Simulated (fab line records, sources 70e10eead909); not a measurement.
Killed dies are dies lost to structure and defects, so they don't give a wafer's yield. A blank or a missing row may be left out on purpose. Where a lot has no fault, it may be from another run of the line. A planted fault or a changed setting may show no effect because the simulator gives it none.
fab line records	flow nand_harc
record: lots: 11	wafers: 33	last_day: 30
route steps=1302 shown P_STI@100 P_GATE@138 END@1302
lots untouched by any fault: they come from a run of this same line in which no faults occurred
start_h: the number of hours between the record's first day and the start of the first shown wafer of the lot	wait_h: hours from the lot's prior step to this one	" identical to the entry in the row above	L1.1+2: a single row standing in for several wafers	- no value, or no start was given	* or withheld: withheld	< > ~ a bound
route shown NAME@n: a module of which the file shows steps, and the number in the route of the first	usual: mean and standard deviation over wafers with no fault	same: alike in all rows	chamber/n: place in a boat	sites: per-site readings	_std_site: the values' standard deviation	_edge_site: inner sites' mean taken away from outer sites' mean	radius_mm: for every site, how far away it sits from the centre of the wafer	mask NAME#n: copy n	behind: the tool/chamber that last shaped the wafer	hold: the reason the lot was held/the length of the hold in hours/how it ended	device: the n, p or np transistor that did not switch	end of line: the route-end tests of the same wafers	a step given without rows: its recipe and nothing more	killed: not the wafer's yield, but the dies lost to structure and defects at the first sort	map: a wafer's dies, marking killed ones x, the rest . and places with no die _
set.NAME: the setting that was run; set.NAME@STEP: the one run at that earlier step	model.NAME: the simulator's own value behind a step, which no gauge read
route steps across a sampled set of lots; one table per step, one row per wafer
services: when a tool's chamber went out of use (start_h, in hours from the record's first day, below 0 if earlier), for how many hours, and the reason
== steps ==
step: NHARC_P_STI_CMP_21
recipe: t_overpolish_s: 20	target_thk_nm: 380.67
usual: motor_current_A: 12.5/1.8	overpolish_run_s: 20.000/0.0084	slurry_flow_ml_min: 150.1/0.44
lot.wafer	tool	chamber	start_h	wait_h	motor_current_A	overpolish_run_s	slurry_flow_ml_min
L778.2	cmp-01	1	79.44	0.4	10.4	20.000	150.0
L778.3	"	3	"	"	11.4	19.993	149.7
L778.6	"	1	"	"	10.0	19.996	149.1
L779.4	cmp-03	2	79.47	0.4	11.6	19.992	149.7
L779.1	"	3	"	"	11.6	19.995	150.3
L779.5	"	2	"	"	11.6	20.003	149.8
L780.4	cmp-02	3	92.82	0.4	12.2	20.009	150.4
L780.2	"	0	"	"	13.2	20.004	150.5
L780.5	"	3	"	"	12.2	19.993	150.3
L781.1	cmp-01	2	104.05	0.4	13.9	20.000	150.0
L781.4	"	0	"	"	12.8	20.000	150.0
L781.5	"	2	"	"	13.3	19.995	150.2
L782.2	cmp-03	3	111.02	0.4	11.6	20.009	150.0
L782.3	"	0	"	"	17.0	20.001	150.5
L782.1	"	1	"	"	10.7	20.014	150.2
L783.2	cmp-01	0	124.62	0.4	13.3	20.007	150.5
L783.5	"	1	"	"	10.6	20.001	149.7
L783.6	"	2	"	"	12.9	19.995	150.9
L785.1	cmp-02	3	140.45	0.4	13.2	20.008	150.0
L785.4	"	0	"	"	13.1	20.015	149.5
L785.6	"	2	"	"	11.3	19.989	149.5
L786.3	cmp-03	1	154.32	0.4	11.4	20.000	149.9
L786.2	"	2	"	"	11.9	20.008	149.9
L786.5	"	0	"	"	15.8	19.997	150.6
L787.3	cmp-03	3	161.75	0.4	11.5	19.993	150.6
L787.2	"	1	"	"	11.7	19.995	151.3
L787.6	"	3	"	"	11.9	20.001	150.3
L791.2	cmp-03	2	208.70	0.4	11.2	19.994	150.1
L791.4	"	0	"	"	16.8	20.015	150.1
L791.5	"	2	"	"	11.8	19.993	150.5
L793.2	cmp-01	0	217.53	0.4	13.2	20.001	151.0
L793.1	"	3	"	"	12.2	19.993	149.7
L793.6	"	0	"	"	14.3	20.005	150.3
step: NHARC_P_GATE_EXPOSE_23
recipe: na: 1.35	target_cd_nm: 120	dose_mj: 93.91	mask_id: P_GATE
same: na: 1.35
lot.wafer	tool	chamber	start_h	wait_h	mask
L779.1+4+5	arfi_scanner-03	0	110.23	-	P_GATE#0
L778.2+3+6	arfi_scanner-02	0	110.38	-	P_GATE#0
L780.2+4+5	arfi_scanner-02	0	123.91	-	P_GATE#0
L781.1+4+5	arfi_scanner-01	0	137.91	-	P_GATE#0
L782.1+2+3	arfi_scanner-03	0	143.52	-	P_GATE#0
L783.2+5+6	arfi_scanner-01	0	157.35	-	P_GATE#0
L785.1+4+6	arfi_scanner-03	0	174.31	-	P_GATE#0
L786.2+3+5	arfi_scanner-03	0	188.49	-	P_GATE#0
L787.2+3+6	arfi_scanner-02	0	201.14	-	P_GATE#0
L791.2+4+5	arfi_scanner-02	0	248.47	-	P_GATE_R1#0
L793.1+2+6	arfi_scanner-02	0	256.29	-	P_GATE#0
step: NHARC_P_GATE_CD_MEAS_26
recipe: target_cd_nm: 120	landing_energy_ev: 500
usual: cd_nm: 120.0/0.55
lot.wafer	tool	chamber	start_h	wait_h	hold	cd_nm
L779.1	cd_sem-01	0	110.37	-	-	119.6
L779.4	"	0	"	"	-	119.1
L779.5	"	0	"	"	-	120.0
L778.2	cd_sem-02	0	110.52	-	-	119.8
L778.3	"	0	"	"	-	120.9
L778.6	"	0	"	"	-	119.5
L780.2	cd_sem-01	0	124.05	-	-	119.1
L780.4	"	0	"	"	-	119.6
L780.5	"	0	"	"	-	119.3
L781.1	cd_sem-02	0	138.05	-	-	120.6
L781.4	"	0	"	"	-	119.5
L781.5	"	0	"	"	-	120.2
L782.1	cd_sem-03	0	143.66	-	-	120.1
L782.2	"	0	"	"	-	120.3
L782.3	"	0	"	"	-	120.5
L783.2	cd_sem-03	0	157.49	-	-	119.0
L783.5	"	0	"	"	-	119.6
L783.6	"	0	"	"	-	120.0
L785.1	cd_sem-03	0	174.45	-	-	120.1
L785.4	"	0	"	"	-	120.6
L785.6	"	0	"	"	-	121.0
L786.2	cd_sem-03	0	188.62	-	-	119.9
L786.3	"	0	"	"	-	120.6
L786.5	"	0	"	"	-	120.7
L787.2	cd_sem-02	0	201.28	-	-	119.9
L787.3	"	0	"	"	-	119.0
L787.6	"	0	"	"	-	120.2
L791.2	cd_sem-03	0	248.62	-	await_dispo/0.2h/release	117.2
L791.4	"	0	"	"	await_dispo/0.2h/release	116.3
L791.5	"	0	"	"	await_dispo/0.2h/release	116.8
L791.2	cd_sem-03	0	-	-	-	116.7
L791.4	"	0	"	"	-	116.5
L791.5	"	0	"	"	-	116.8
L793.1	cd_sem-03	0	256.43	-	-	119.9
L793.2	"	0	"	"	-	119.7
L793.6	"	0	"	"	-	119.8
step: NHARC_P_GATE_HM_OPEN_105
recipe: target_depth_a: 3600	o2_flow_sccm: 400	cos_flow_sccm: 20	ar_flow_sccm: 0	rf_w: 500	bias_w: 300	chemistry: O2/COS
usual: cos_flow_sccm: 20.00/0.056	drypump_motor_current_A: 5.6/0.43	oes_product_au: 0.999/0.0099	rf_vpp_V: 467.7/3	showerhead_plenum_p_Torr: 3.14/0.14	throttle_valve_pct: 28.329/0.0089
lot.wafer	tool	chamber	start_h	wait_h	cos_flow_sccm	drypump_motor_current_A	oes_product_au	rf_hours_counter_h	rf_vpp_V	showerhead_plenum_p_Torr	throttle_valve_pct
L779.1	rie_diel-06	3	-	-	20.05	6.1	0.997	7	471.1	3.25	28.331
L779.4	"	0	"	"	20.02	6.1	0.989	7	471.2	3.33	28.327
L779.5	"	1	"	"	20.10	5.7	1.001	-	464.8	3.01	28.333
L778.2	rie_diel-11	0	-	-	19.93	5.7	1.012	1	469.1	3.25	28.329
L778.3	"	1	"	"	20.01	5.4	1.004	2	472.4	3.34	28.328
L778.6	"	3	"	"	20.02	5.5	0.992	-	467.6	3.12	28.335
L780.4	rie_diel-11	3	-	-	20.03	5.4	0.991	3	466.7	3.12	28.328
L780.2	"	2	"	"	20.00	6.3	0.987	3	465.8	3.03	28.327
L780.5	"	0	"	"	19.97	5.7	1.014	-	469.8	3.25	28.338
L781.4	rie_diel-11	2	-	-	20.03	6.3	1.007	4	467.2	3.03	28.337
L781.1	"	3	"	"	19.99	5.4	0.994	4	467.1	3.12	28.314
L781.5	"	2	"	"	20.02	6.3	0.991	-	464.4	3.03	28.318
L782.3	rie_diel-07	3	-	-	20.09	5.8	1.006	1	465.4	3.00	28.337
L782.1	"	0	"	"	19.97	5.6	1.000	2	464.0	3.00	28.326
L782.2	"	1	"	"	19.95	5.1	1.000	2	467.0	3.12	28.330
L783.2	rie_diel-11	1	-	-	19.97	5.4	1.014	4	472.3	3.34	28.349
L783.6	"	1	"	"	19.98	5.4	1.006	-	472.5	3.34	28.330
L783.5	"	2	"	"	20.01	6.3	0.989	-	464.8	3.03	28.338
L785.1	rie_diel-11	3	-	-	20.11	5.4	0.988	6	468.6	3.11	28.330
L785.4	"	0	"	"	20.07	5.7	0.993	6	470.1	3.24	28.333
L785.6	"	1	"	"	20.00	5.4	1.007	-	471.7	3.34	28.323
L786.3	rie_diel-11	0	-	-	19.97	5.6	1.003	6	470.1	3.24	28.347
L786.2	"	1	"	"	19.98	5.4	1.019	6	471.4	3.34	28.320
L786.5	"	3	"	"	20.01	5.4	0.997	-	466.7	3.11	28.327
L787.3	rie_diel-11	2	-	-	19.99	6.3	0.999	8	464.8	3.03	28.336
L787.2	"	0	"	"	20.00	5.7	1.013	7	469.8	3.24	28.330
L787.6	"	1	"	"	19.98	5.4	1.006	-	469.9	3.34	28.343
L793.1	rie_diel-07	2	-	-	20.05	5.4	0.978	7	462.9	2.95	28.306
L793.2	"	0	"	"	20.02	5.6	1.010	7	464.3	3.00	28.328
L793.6	"	1	"	"	20.05	5.1	0.997	-	468.3	3.12	28.320
L791.4	rie_diel-11	0	-	-	19.99	5.7	0.999	9	470.6	3.24	28.336
L791.2	"	2	"	"	20.16	6.3	0.985	11	466.4	3.03	28.314
L791.5	"	1	"	"	20.05	5.4	1.011	-	472.5	3.34	28.334
step: NHARC_P_GATE_ETCH_114
recipe: target_depth_a: 300	overetch_a: 30	time_s: 16.5	ion_energy_ev: 100	cf4_flow_sccm: 80	o2_flow_sccm: 20	ar_flow_sccm: 0	rf_w: 300	bias_w: 100	chemistry: CF4/O2
usual: cf4_flow_sccm: 79.99/0.23	drypump_motor_current_A: 5.6/0.43	oes_product_au: 0.999/0.0084	rf_vpp_V: 197.9/1.4	showerhead_plenum_p_Torr: 1.34/0.06	throttle_valve_pct: 13.396/0.0095
lot.wafer	tool	chamber	start_h	wait_h	cf4_flow_sccm	drypump_motor_current_A	oes_product_au	rf_hours_counter_h	rf_vpp_V	showerhead_plenum_p_Torr	throttle_valve_pct
L779.4	rie_diel-06	0	-	-	79.90	6.1	1.007	7	200.3	1.43	13.393
L779.1	"	1	"	"	80.24	5.7	1.007	7	196.3	1.29	13.391
L779.5	"	0	"	"	79.73	6.1	1.005	-	200.4	1.43	13.400
L778.3	rie_diel-11	2	-	-	79.67	6.3	0.982	2	196.9	1.30	13.412
L778.2	"	3	"	"	80.20	5.4	1.001	2	197.6	1.33	13.401
L778.6	"	2	"	"	79.68	6.3	0.990	-	195.6	1.30	13.381
L780.4	rie_diel-11	3	-	-	79.86	5.4	0.999	3	197.3	1.33	13.405
L780.2	"	1	"	"	79.82	5.4	1.022	3	200.3	1.43	13.416
L780.5	"	3	"	"	79.84	5.4	0.997	-	197.3	1.33	13.400
L781.4	rie_diel-11	0	-	-	79.52	5.7	1.018	3	198.0	1.39	13.398
L781.1	"	1	"	"	80.32	5.4	1.019	3	199.9	1.43	13.397
L781.5	"	2	"	"	80.00	6.3	0.994	-	197.2	1.30	13.388
L782.2	rie_diel-07	3	-	-	80.17	5.7	1.002	2	197.1	1.28	13.397
L782.1	"	0	"	"	79.93	5.6	1.009	2	195.1	1.28	13.412
L782.3	"	1	"	"	80.09	5.1	1.011	2	199.5	1.33	13.413
L783.2	rie_diel-11	3	-	-	79.89	5.5	0.998	5	197.0	1.33	13.414
L783.5	"	2	"	"	80.30	6.3	0.985	-	197.7	1.30	13.402
L783.6	"	3	"	"	79.77	5.4	1.004	-	198.6	1.33	13.382
L785.4	rie_diel-11	3	-	-	80.47	5.5	0.993	6	197.7	1.33	13.392
L785.1	"	0	"	"	79.97	5.7	1.001	6	199.3	1.39	13.412
L785.6	"	0	"	"	80.10	5.7	1.003	-	199.5	1.39	13.389
L786.3	rie_diel-11	2	-	-	79.96	6.3	1.004	7	197.7	1.29	13.385
L786.2	"	0	"	"	80.10	5.7	1.007	6	198.7	1.39	13.384
L786.5	"	2	"	"	80.10	6.3	0.991	-	197.5	1.29	13.409
L787.3	rie_diel-11	3	-	-	80.32	5.4	1.000	8	196.7	1.33	13.394
L787.2	"	1	"	"	79.86	5.4	1.016	7	199.0	1.43	13.402
L787.6	"	3	"	"	79.98	5.4	1.002	-	197.4	1.33	13.407
L793.2	rie_diel-07	1	-	-	80.10	5.1	1.009	7	197.8	1.33	13.389
L793.1	"	2	"	"	79.64	5.3	0.996	7	196.9	1.26	13.395
L793.6	"	0	"	"	80.16	5.7	1.003	-	198.9	1.28	13.409
L791.2	rie_diel-11	1	-	-	79.96	5.4	1.019	10	199.8	1.43	13.387
L791.4	"	0	"	"	80.14	5.7	0.997	9	200.0	1.39	13.393
L791.5	"	2	"	"	79.83	6.3	0.996	-	197.5	1.29	13.400
step: NHARC_END_SORT_01
recipe: temp_c: 25
usual: defect_limited_yield: 91.6/2.8	killed_at_array: 52/18	killed_at_other: 0.6/1.1	killed_at_periphery: 3.7/2.4	killed_dies: 57/19	killed_open: 3.1/1.7	killed_short: 2.5/1.7	sort_bin_2_pct: 3.0/1.2	sort_bin_3_pct: 0.6/0.38	sort_bin_4_pct: 4.8/1.7	sort_n_pass: 620/19	sort_rim_yield_pct: 91/4.1	sort_yield_pct: 91.6/2.8
same: gross_dies: 677	sort_bin_5_pct[%]: 0	sort_bin_6_pct[%]: 0	sort_bin_7_pct[%]: 0	sort_bin_8_pct[%]: 0	sort_rim_n_gross: 106.00
lot.wafer	tool	chamber	start_h	wait_h	defect_limited_yield[%]	killed_at_array	killed_at_other	killed_at_periphery	killed_dies	killed_open	killed_short	sort_bin_2_pct[%]	sort_bin_3_pct[%]	sort_bin_4_pct[%]	sort_n_pass	sort_rim_yield_pct[%]	sort_yield_pct[%]
L778.2	prober-01	0	569.32	2.8	91.1	56	1	3	60	0	2	3.4	1.2	4.3	617	92	91.1
L778.3	prober-01	0	570.12	3.1	90.4	63	0	2	65	4	2	3.1	0.9	5.6	612	90	90.4
L778.6	prober-01	0	572.52	4.0	90.4	60	0	5	65	1	1	3.4	1.0	5.2	612	89	90.4
L779.1	prober-01	0	576.94	2.5	91.4	51	2	5	58	4	1	3.0	0.1	5.5	619	92	91.4
L779.4	prober-01	0	579.33	3.4	90.1	61	0	6	67	5	3	3.2	0.9	5.8	610	93	90.1
L779.5	prober-01	0	580.13	3.7	91.6	53	0	4	57	0	2	3.1	0.4	4.9	620	92	91.6
L780.2	prober-01	0	593.31	2.8	95.7	26	0	3	29	4	1	1.9	0.3	2.1	648	92	95.7
L780.4	prober-01	0	594.90	3.4	94.4	35	0	3	38	5	1	0.9	0.6	4.1	639	93	94.4
L780.5	prober-01	0	595.69	3.7	94.7	32	0	4	36	4	0	1.5	0.1	3.7	641	97	94.7
L781.1	prober-01	0	600.31	2.5	87.0	85	0	3	88	2	1	5.0	0.6	7.4	589	84	87.0
L781.4	prober-01	0	602.72	3.4	85.5	91	1	6	98	6	3	4.1	0.7	9.6	579	85	85.5
L781.5	prober-01	0	603.52	3.7	90.0	63	1	4	68	6	3	3.7	1.6	4.7	609	87	90.0
L782.1	prober-02	0	602.85	2.5	95.9	25	0	3	28	2	3	0.6	0.3	3.2	649	94	95.9
L782.2	prober-02	0	603.67	2.8	95.6	28	2	0	30	2	2	1.0	0.4	3.0	647	97	95.6
L782.3	prober-02	0	604.48	3.1	96.3	21	3	1	25	1	0	1.3	0.3	2.1	652	97	96.3
L783.2	prober-01	0	614.99	2.8	91.7	53	2	1	56	4	0	3.7	0.3	4.3	621	89	91.7
L783.5	prober-01	0	617.34	3.6	88.9	71	0	4	75	2	1	3.8	0.7	6.5	602	85	88.9
L783.6	prober-01	0	618.13	3.9	90.7	59	1	3	63	2	2	3.2	0.4	5.6	614	89	90.7
L785.1	prober-02	0	636.84	2.4	90.8	58	1	3	62	7	3	2.8	0.7	5.6	615	90	90.8
L785.4	prober-02	0	639.22	3.4	92.6	48	1	1	50	4	2	3.5	1.3	2.5	627	91	92.6
L785.6	prober-02	0	640.81	4.0	90.7	57	1	5	63	5	6	3.4	0.4	5.5	614	87	90.7
L786.2	prober-02	0	647.04	2.8	96.0	26	0	1	27	1	4	1.3	0.3	2.4	650	97	96.0
L786.3	prober-02	0	647.83	3.1	95.6	28	0	2	30	3	2	1.8	0	2.7	647	99	95.6
L786.5	prober-02	0	649.42	3.7	93.5	39	3	2	44	4	4	2.4	0.6	3.5	633	94	93.5
L787.2	prober-02	0	686.73	2.8	94.8	35	0	0	35	3	3	1.8	0.3	3.1	642	95	94.8
L787.3	prober-02	0	687.54	3.1	95.1	32	0	1	33	2	3	1.3	0.3	3.2	644	95	95.1
L787.6	prober-02	0	689.96	4.0	95.3	32	0	0	32	1	5	1.2	0	3.5	645	94	95.3
L793.1	prober-02	0	725.19	2.5	90.1	65	0	2	67	2	3	3.4	0.4	6.1	610	94	90.1
L793.2	prober-02	0	726.00	2.8	91.1	59	0	1	60	3	4	3.0	0.7	5.2	617	88	91.1
L793.6	prober-02	0	729.28	4.1	90.3	60	0	6	66	2	3	2.5	0.4	6.8	611	86	90.3
killed by level:class
L778.2 A_CHANNEL_HOLE_D2:chamber_film_flake=21 A_SLIT:chamber_film_flake=19 A_STAIRCASE:chamber_film_flake=8 P_ZERO_WELL:chamber_film_flake=3 A_CHANNEL_FILL_D2:chamber_film_flake=3 A_DECK1_JOINT:geometric_particle:short=1 A_WL_FILL:geometric_particle:short=1 A_ZERO_WELL:chamber_film_flake=1
L778.3 A_CHANNEL_HOLE_D2:chamber_film_flake=23 A_SLIT:chamber_film_flake=19 A_STAIRCASE:chamber_film_flake=9 A_CONTACT:chamber_film_flake=4 A_CHANNEL_FILL_D1:geometric_particle:open=2 P_STI:geometric_particle:open=1 A_CHANNEL_FILL_D1:geometric_particle:short=1 A_CHANNEL_HOLE_D2:geometric_particle:short=1
L778.6 A_SLIT:chamber_film_flake=23 A_CHANNEL_HOLE_D2:chamber_film_flake=21 A_STAIRCASE:chamber_film_flake=9 P_ZERO_WELL:chamber_film_flake=3 P_GATE:chamber_film_flake=2 A_CHANNEL_FILL_D2:chamber_film_flake=2 A_ONON_D1:geometric_particle:short=1 A_SGD_CUT:geometric_particle:open=1
L779.1 A_CHANNEL_HOLE_D1:chamber_film_flake=31 A_CHANNEL_HOLE_D2:chamber_film_flake=8 P_ZERO_WELL:chamber_film_flake=2 P_M2:chamber_film_flake=2 A_STAIRCASE:chamber_film_flake=2 A_SLIT:chamber_film_flake=2 A_M1:chamber_film_flake=2 A_ONON_D1:geometric_particle:open=1
L779.4 A_CHANNEL_HOLE_D1:chamber_film_flake=28 A_CHANNEL_HOLE_D2:chamber_film_flake=8 A_CONTACT:chamber_film_flake=6 A_M1:chamber_film_flake=5 P_GATE:chamber_film_flake=3 A_STAIRCASE:chamber_film_flake=3 P_ZERO_WELL:chamber_film_flake=2 A_CHANNEL_FILL_D2:chamber_film_flake=2
L779.5 A_CHANNEL_HOLE_D1:chamber_film_flake=35 A_CHANNEL_HOLE_D2:chamber_film_flake=4 P_GATE:chamber_film_flake=3 A_STAIRCASE:chamber_film_flake=3 A_CHANNEL_FILL_D1:chamber_film_flake=2 A_DECK1_JOINT:chamber_film_flake=2 A_M1:chamber_film_flake=2 A_CHANNEL_FILL_D2:geometric_particle:short=1
L780.2 A_CHANNEL_HOLE_D1:chamber_film_flake=5 A_SGD_CUT:chamber_film_flake=5 A_CONTACT:chamber_film_flake=5 A_STAIRCASE:chamber_film_flake=4 A_CHANNEL_HOLE_D2:chamber_film_flake=3 P_ZERO_WELL:chamber_film_flake=2 P_M0:geometric_particle:open=1 A_ONON_D1:geometric_particle:open=1
L780.4 A_CHANNEL_HOLE_D2:chamber_film_flake=7 A_SGD_CUT:chamber_film_flake=7 A_CHANNEL_HOLE_D1:chamber_film_flake=6 A_STAIRCASE:chamber_film_flake=6 A_CONTACT:chamber_film_flake=5 P_GATE:geometric_particle:open=1 P_CONTACT:geometric_particle:open=1 A_ONON_D1:geometric_particle:open=1
L780.5 A_CHANNEL_HOLE_D1:chamber_film_flake=8 A_CHANNEL_HOLE_D2:chamber_film_flake=6 A_SGD_CUT:chamber_film_flake=6 A_STAIRCASE:chamber_film_flake=5 A_CONTACT:chamber_film_flake=3 P_ZERO_WELL:chamber_film_flake=2 P_CONTACT:geometric_particle:open=1 A_SOURCE_PLATE:geometric_particle:open=1
L781.1 A_CHANNEL_HOLE_D1:chamber_film_flake=33 A_SLIT:chamber_film_flake=25 A_CHANNEL_HOLE_D2:chamber_film_flake=18 P_ZERO_WELL:chamber_film_flake=2 A_ZERO_WELL:chamber_film_flake=2 A_WL_FILL:chamber_film_flake=2 A_CONTACT:chamber_film_flake=2 A_ONON_D1:geometric_particle:open=1
L781.4 A_SLIT:chamber_film_flake=27 A_CHANNEL_HOLE_D2:chamber_film_flake=25 A_CHANNEL_HOLE_D1:chamber_film_flake=22 A_CONTACT:chamber_film_flake=5 P_ZERO_WELL:chamber_film_flake=4 A_WL_FILL:chamber_film_flake=3 A_WL_FILL:geometric_particle:short=2 P_M0:geometric_particle:open=1
L782.1 A_CHANNEL_HOLE_D2:chamber_film_flake=10 A_CHANNEL_HOLE_D1:chamber_film_flake=3 A_DECK1_JOINT:chamber_film_flake=2 A_STAIRCASE:chamber_film_flake=2 A_CONTACT:chamber_film_flake=2 P_M0:geometric_particle:open=1 P_M1:geometric_particle:short=1 A_CHANNEL_HOLE_D1:geometric_particle:open=1
L781.5 A_SLIT:chamber_film_flake=24 A_CHANNEL_HOLE_D1:chamber_film_flake=14 A_CONTACT:chamber_film_flake=7 A_CHANNEL_HOLE_D2:chamber_film_flake=6 A_WL_FILL:chamber_film_flake=2 P_GATE:geometric_particle:open=1 P_M2:geometric_particle:short=1 A_ONON_D1:geometric_particle:short=1
L782.2 A_CHANNEL_HOLE_D2:chamber_film_flake=9 A_CHANNEL_HOLE_D1:chamber_film_flake=4 A_DECK1_JOINT:chamber_film_flake=4 A_CHANNEL_FILL_D2:geometric_particle:open=2 A_SGD_CUT:chamber_film_flake=2 A_WL_FILL:chamber_film_flake=2 A_CONTACT:chamber_film_flake=2 THIN_TSV:chamber_film_flake=2
L782.3 A_CHANNEL_HOLE_D2:chamber_film_flake=10 A_SGD_CUT:chamber_film_flake=3 THIN_TSV:chamber_film_flake=3 A_ZERO_WELL:chamber_film_flake=2 A_SLIT:chamber_film_flake=2 A_CONTACT:chamber_film_flake=2 P_GATE:geometric_particle:open=1 A_DECK1_JOINT:chamber_film_flake=1
L783.2 A_SLIT:chamber_film_flake=23 A_CHANNEL_HOLE_D1:chamber_film_flake=18 A_CHANNEL_HOLE_D2:chamber_film_flake=6 A_BLC:geometric_particle:open=2 A_STAIRCASE:chamber_film_flake=2 A_ONON_D1:geometric_particle:open=1 P_M0:chamber_film_flake=1 STARTING-WAFER:geometric_particle:open=1
L783.5 A_CHANNEL_HOLE_D1:chamber_film_flake=30 A_SLIT:chamber_film_flake=26 A_CHANNEL_HOLE_D2:chamber_film_flake=7 P_BONDPAD:chamber_film_flake=2 A_WL_FILL:chamber_film_flake=2 P_M1:geometric_particle:short=1 A_WL_FILL:geometric_particle:open=1 A_M0:geometric_particle:open=1
L783.6 A_SLIT:chamber_film_flake=25 A_CHANNEL_HOLE_D1:chamber_film_flake=19 A_CHANNEL_HOLE_D2:chamber_film_flake=4 A_WL_FILL:chamber_film_flake=3 A_CONTACT:chamber_film_flake=2 P_GATE:geometric_particle:open=1 A_ONON_D1:geometric_particle:short=1 A_CHANNEL_FILL_D2:geometric_particle:open=1
L785.1 A_CHANNEL_HOLE_D1:chamber_film_flake=33 A_CHANNEL_HOLE_D2:chamber_film_flake=8 A_CONTACT:chamber_film_flake=3 P_CONTACT:geometric_particle:open=2 A_CHANNEL_FILL_D1:chamber_film_flake=2 A_DECK1_JOINT:chamber_film_flake=2 A_CHANNEL_FILL_D1:geometric_particle:short=1 A_CHANNEL_FILL_D1:geometric_particle:open=1
L785.4 A_CHANNEL_HOLE_D1:chamber_film_flake=31 A_CHANNEL_HOLE_D2:chamber_film_flake=5 A_CONTACT:chamber_film_flake=3 A_WL_FILL:geometric_particle:short=2 A_M0:geometric_particle:open=2 P_M0:geometric_particle:open=1 A_BLC:geometric_particle:open=1 A_ZERO_WELL:chamber_film_flake=1
L785.6 A_CHANNEL_HOLE_D1:chamber_film_flake=17 A_CHANNEL_HOLE_D2:chamber_film_flake=13 A_CONTACT:chamber_film_flake=12 A_DECK1_JOINT:chamber_film_flake=4 A_CHANNEL_FILL_D2:geometric_particle:short=2 P_ZERO_WELL:chamber_film_flake=2 P_CONTACT:geometric_particle:open=1 P_M0:geometric_particle:open=1
L786.2 A_CHANNEL_HOLE_D2:chamber_film_flake=6 A_CHANNEL_HOLE_D1:chamber_film_flake=6 A_CONTACT:chamber_film_flake=5 A_WL_FILL:geometric_particle:short=2 A_DECK1_JOINT:chamber_film_flake=2 A_SLIT:chamber_film_flake=2 A_CHANNEL_HOLE_D1:geometric_particle:short=1 A_BLC:geometric_particle:open=1
L786.3 A_CHANNEL_HOLE_D2:chamber_film_flake=12 A_CONTACT:chamber_film_flake=4 A_CHANNEL_FILL_D1:chamber_film_flake=2 A_SLIT:chamber_film_flake=2 P_M0:geometric_particle:short=1 A_ONON_D2:geometric_particle:short=1 A_CHANNEL_FILL_D2:geometric_particle:open=1 A_M0:geometric_particle:open=1
L786.5 A_CHANNEL_HOLE_D2:chamber_film_flake=17 A_CHANNEL_HOLE_D1:chamber_film_flake=8 A_CONTACT:chamber_film_flake=6 P_CONTACT:geometric_particle:open=1 A_ONON_D1:geometric_particle:open=1 A_CHANNEL_FILL_D1:geometric_particle:open=1 A_CHANNEL_FILL_D1:geometric_particle:short=1 A_DECK1_JOINT:geometric_particle:short=1
L787.2 A_CHANNEL_HOLE_D2:chamber_film_flake=19 A_CHANNEL_HOLE_D1:chamber_film_flake=4 A_DECK1_JOINT:chamber_film_flake=2 A_DECK1_JOINT:geometric_particle:open=1 A_DECK1_JOINT:geometric_particle:short=1 A_CHANNEL_FILL_D2:geometric_particle:open=1 A_CHANNEL_FILL_D2:geometric_particle:short=1 A_SGD_CUT:geometric_particle:short=1
L787.3 A_CHANNEL_HOLE_D2:chamber_film_flake=18 A_CHANNEL_HOLE_D1:chamber_film_flake=2 A_DECK1_JOINT:chamber_film_flake=2 A_STAIRCASE:chamber_film_flake=2 A_ONON_D1:geometric_particle:short=1 A_CHANNEL_FILL_D1:geometric_particle:short=1 A_CHANNEL_FILL_D2:geometric_particle:short=1 A_CHANNEL_FILL_D2:geometric_particle:open=1
L787.6 A_CHANNEL_HOLE_D2:chamber_film_flake=17 A_SLIT:chamber_film_flake=4 A_CHANNEL_FILL_D2:geometric_particle:short=2 A_CONTACT:chamber_film_flake=2 A_STAIRCASE:geometric_particle:short=1 A_SGD_CUT:geometric_particle:short=1 A_SGD_CUT:geometric_particle:open=1 A_WL_FILL:geometric_particle:short=1
L793.1 A_CHANNEL_HOLE_D1:chamber_film_flake=25 A_CHANNEL_HOLE_D2:chamber_film_flake=19 A_SLIT:chamber_film_flake=6 A_CONTACT:chamber_film_flake=5 A_WL_FILL:chamber_film_flake=4 A_STAIRCASE:chamber_film_flake=2 P_STI:geometric_particle:short=1 A_CHANNEL_FILL_D1:geometric_particle:open=1
L793.2 A_CHANNEL_HOLE_D1:chamber_film_flake=23 A_CHANNEL_HOLE_D2:chamber_film_flake=21 A_CONTACT:chamber_film_flake=5 A_WL_FILL:geometric_particle:short=2 A_CHANNEL_FILL_D1:geometric_particle:open=1 A_DECK1_JOINT:geometric_particle:short=1 A_CHANNEL_FILL_D2:geometric_particle:short=1 A_CONTACT:geometric_particle:open=1
L793.6 A_CHANNEL_HOLE_D2:chamber_film_flake=25 A_CHANNEL_HOLE_D1:chamber_film_flake=19 P_M1:chamber_film_flake=5 A_SLIT:chamber_film_flake=4 A_STAIRCASE:chamber_film_flake=4 A_CONTACT:chamber_film_flake=4 A_ONON_D2:geometric_particle:short=2 P_STI:geometric_particle:short=1
== services ==
tool	chamber	start_h	hours	kind
rie_diel-06	1	57.22	8.1	repair
arfi_scanner-03	-	57.97	2.3	repair
cmp-03	-	64.00	4.0	pm
arfi_scanner-02	-	67.51	1.2	repair
rie_diel-11	-	78.67	9.0	pm
arfi_scanner-01	-	80.66	4.0	pm
cmp-01	-	90.51	4.0	pm
cmp-01	-	106.24	0.8	repair
rie_diel-11	1	115.04	3.4	repair
rie_diel-07	-	117.25	9.0	pm
cmp-01	-	128.11	1.0	repair
arfi_scanner-03	-	130.28	0.7	repair
arfi_scanner-02	-	140.01	4.0	pm
rie_diel-11	1	141.06	6.7	repair
cmp-03	-	162.00	4.0	pm
rie_diel-07	0	181.70	1.7	repair
cmp-01	-	188.51	4.0	pm
arfi_scanner-03	-	196.00	4.0	pm
rie_diel-07	1	201.64	3.6	repair
arfi_scanner-02	-	220.20	2.8	repair
arfi_scanner-03	-	237.94	1.3	repair
arfi_scanner-02	-	251.97	0.7	repair
rie_diel-11	-	255.67	9.0	pm
cmp-03	-	260.00	4.0	pm
== key ==
first_sign: step: NHARC_P_GATE_EXPOSE_23	reading: mask	direction: changed
effect: step: NHARC_P_GATE_CD_MEAS_26	reading: visit	direction: added
effect: step: NHARC_P_GATE_CD_MEAS_26	reading: cd_nm	direction: down	sigmas: 5.8	usual: 120.0	struck: 116.8
met_at NHARC_P_GATE_EXPOSE_23
struck_lots L791
rows_end L791.2,L791.4,L791.5
not_acting_at NHARC_P_STI_CMP_21,NHARC_P_GATE_HM_OPEN_105,NHARC_P_GATE_ETCH_114
onset_between 201.14 248.47
fault: kind: wrong_mask	tool: any	chamber: -	onset_h: 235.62	steps: NHARC_P_GATE_EXPOSE_23	aux_copy: P_GATE_R1#0	cd_offset_nm: -3.253	scope: struck_lots_only
rows_end: these wafers met a further fault down the route, and their rows from its step on are left out
